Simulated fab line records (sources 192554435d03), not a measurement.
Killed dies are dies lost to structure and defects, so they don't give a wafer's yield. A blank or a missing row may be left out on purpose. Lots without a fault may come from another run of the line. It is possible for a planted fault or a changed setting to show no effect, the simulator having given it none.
Lot-split experiment | flow n5Finfet | 39 wafers read from 7 lots, route of 1938 steps

## ON THE SPLIT
At N5_BEOL_M15_TRENCH_ETCH_34 (etches SiO2 in C4F8/O2/Ar, target depth 872.93 nm, time 199 s), the setting targetDepthA was moved away from the recipe's 8729.3 angstrom on 12 of the 39 wafers read, by -44.9% to +54.2%. All remaining wafers had this setting at the recipe value.

## FROM THE SPLIT TO THE READING: what the file shows between them, 4 steps
- N5_BEOL_M15_STRIP_36: strips in O2
- N5_BEOL_M15_ECD_47: material Cu, target thk 1860 nm
- N5_BEOL_M15_ANNEAL_48: time 90 s
- N5_BEOL_M15_CMP_49: polishes, stops on SiO2, t overpolish 4.9 s, target thk 850 nm

## THE READING
M15_THK, in nm, at N5_BEOL_M15_THK_MEAS_50 (measures by xrf). On this fab line, fault-free wafers typically give 832 nm with a standard deviation of 26 nm.

wafer  | tool, chamber at the split | targetDepthA as run, angstrom | against the recipe | M15_THK, nm | against lot-mates on the recipe
L074.1 | rieDiel-02, 2              | 8729.3                        | recipe             | 836         | -
L074.2 | rieDiel-02, 1              | 13460                         | +54.2%             | 1246        | +425
L074.3 | rieDiel-02, 3              | 8729.3                        | recipe             | 824         | -
L074.4 | rieDiel-02, 0              | 8729.3                        | recipe             | 803         | -
L074.5 | rieDiel-02, 2              | 13460                         | +54.2%             | 1278        | +457
L074.6 | rieDiel-02, 3              | 13460                         | +54.2%             | 1289        | +468
L077.1 | rieDiel-02, 0              | 4814                          | -44.9%             | 436         | -392
L077.2 | rieDiel-02, 2              | 8729.3                        | recipe             | 836         | -
L077.3 | rieDiel-02, 1              | 4814                          | -44.9%             | 438         | -390
L077.4 | rieDiel-02, 3              | 8729.3                        | recipe             | 834         | -
L077.5 | rieDiel-02, 1              | 8729.3                        | recipe             | 815         | -
L077.6 | rieDiel-02, 0              | 4814                          | -44.9%             | 435         | -393
L082.1 | rieDiel-06, 2              | 8729.3                        | recipe             | 800         | -
L082.2 | rieDiel-06, 1              | 8729.3                        | recipe             | 880         | -
L082.3 | rieDiel-06, 0              | 12860                         | +47.3%             | 1274        | +426
L082.4 | rieDiel-06, 3              | 12860                         | +47.3%             | 1268        | +420
L082.5 | rieDiel-06, 0              | 8729.3                        | recipe             | 865         | -
L082.6 | rieDiel-06, 1              | 12860                         | +47.3%             | 1299        | +451
L088.1 | rieDiel-02, 1              | 8729.3                        | recipe             | 816         | -
L088.2 | rieDiel-02, 2              | 8729.3                        | recipe             | 818         | -
L088.3 | rieDiel-02, 3              | 8729.3                        | recipe             | 833         | -
L088.4 | rieDiel-02, 0              | 8729.3                        | recipe             | 843         | -
L088.5 | rieDiel-02, 3              | 8729.3                        | recipe             | 831         | -
L088.6 | rieDiel-02, 0              | 8729.3                        | recipe             | 835         | -
L089.1 | rieDiel-03, 3              | 13190                         | +51.1%             | 1245        | +422
L089.2 | rieDiel-03, 2              | 13190                         | +51.1%             | 1241        | +418
L089.3 | rieDiel-03, 1              | 8729.3                        | recipe             | 824         | -
L089.4 | rieDiel-03, 0              | 8729.3                        | recipe             | 826         | -
L089.5 | rieDiel-03, 3              | 8729.3                        | recipe             | 819         | -
L089.6 | rieDiel-03, 0              | 13190                         | +51.1%             | 1268        | +445
L093.1 | rieDiel-03, 1              | 8729.3                        | recipe             | 826         | -
L093.4 | rieDiel-03, 3              | 8729.3                        | recipe             | 827         | -
L093.5 | rieDiel-03, 2              | 8729.3                        | recipe             | 820         | -
L095.1 | rieDiel-06, 1              | 8729.3                        | recipe             | 859         | -
L095.2 | rieDiel-06, 3              | 8729.3                        | recipe             | 833         | -
L095.3 | rieDiel-06, 0              | 8729.3                        | recipe             | 849         | -
L095.4 | rieDiel-06, 2              | 8729.3                        | recipe             | 784         | -
L095.5 | rieDiel-06, 2              | 8729.3                        | recipe             | 774         | -
L095.6 | rieDiel-06, 1              | 8729.3                        | recipe             | 861         | -

THE FIT
A straight line over all 39 wafers: M15_THK changes by +8.63 nm for each +1% of targetDepthA; r = +0.99; the points scatter about the line by 26 nm.
The same after taking each lot's own level away (the mean of its wafers on the recipe; 39 wafers): +8.61 nm for each +1%; r = +1.00; scatter 22 nm.
On that fit, the largest move of targetDepthA shifts the reading by 4.7e+02 nm.
Across the lots, their own levels run from 821.0 to 848.3 nm, a range of 1.1 times the standard deviation given above.
So the lot-to-lot level changes the slope little: the two slopes agree.
Check: +471 nm against its lot-mates is what the line predicts for one of the wafers moved furthest among these (+54.2%) when that wafer is left out of the fit. Against them it came out at +425 nm.

## OTHER SPLITS APPLIED TO THESE WAFERS
Before the reading, these wafers also passed through other splits. Each is held against what the fit with the lots' levels taken away leaves over:
other split on the same wafers  | wafers away from the commonest value | r with M15_THK (lot level and that fit taken away)
N5_BEOL_M8_DESCUM_16 timeS      | 12                                   | -0.09
N5_BEOL_M8_ETCH_66 targetDepthA | 12                                   | -0.11

## THE WHOLE CHAIN: every reading that the file lists as answering this split, in the file's order
step                       | what it does                                                   | reading                                                                         | change (the file's fit)                                                                 | r (the file's)
N5_BEOL_M15_TRENCH_ETCH_34 | etches SiO2 in C4F8/O2/Ar, target depth 872.93 nm, time 199 s  | etch.depthNm (the simulator's own value, which no gauge read)                   | +8.77 nm for each +1% of the setting                                                    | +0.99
N5_BEOL_M15_TRENCH_ETCH_34 | etches SiO2 in C4F8/O2/Ar, target depth 872.93 nm, time 199 s  | coat_of_BEOL_M15_COAT_22.thkNm (the simulator's own value, which no gauge read) | -1.75 nm for each +1% of the setting                                                    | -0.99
N5_BEOL_M15_CMP_49         | polishes, stops on SiO2, t overpolish 4.9 s, target thk 850 nm | Cu_of_BEOL_M15_ECD_47.thkNm (the simulator's own value, which no gauge read)    | +8.76 nm for each +1% of the setting                                                    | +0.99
N5_BEOL_M15_THK_MEAS_50    | measures by xrf                                                | M15_THK                                                                         | +8.6 for each +1% of the setting                                                        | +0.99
N5_BEOL_M15_RS_MEAS_54     | measures by four-point-probe                                   | M15_RS                                                                          | not straight: 0.0420 at the lowest setting, 0.0216 at the recipe, 0.0139 at the highest | not given

## FILE'S OWN FIT
M15_THK changes by +8.6 nm for each +1% of targetDepthA, r = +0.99.
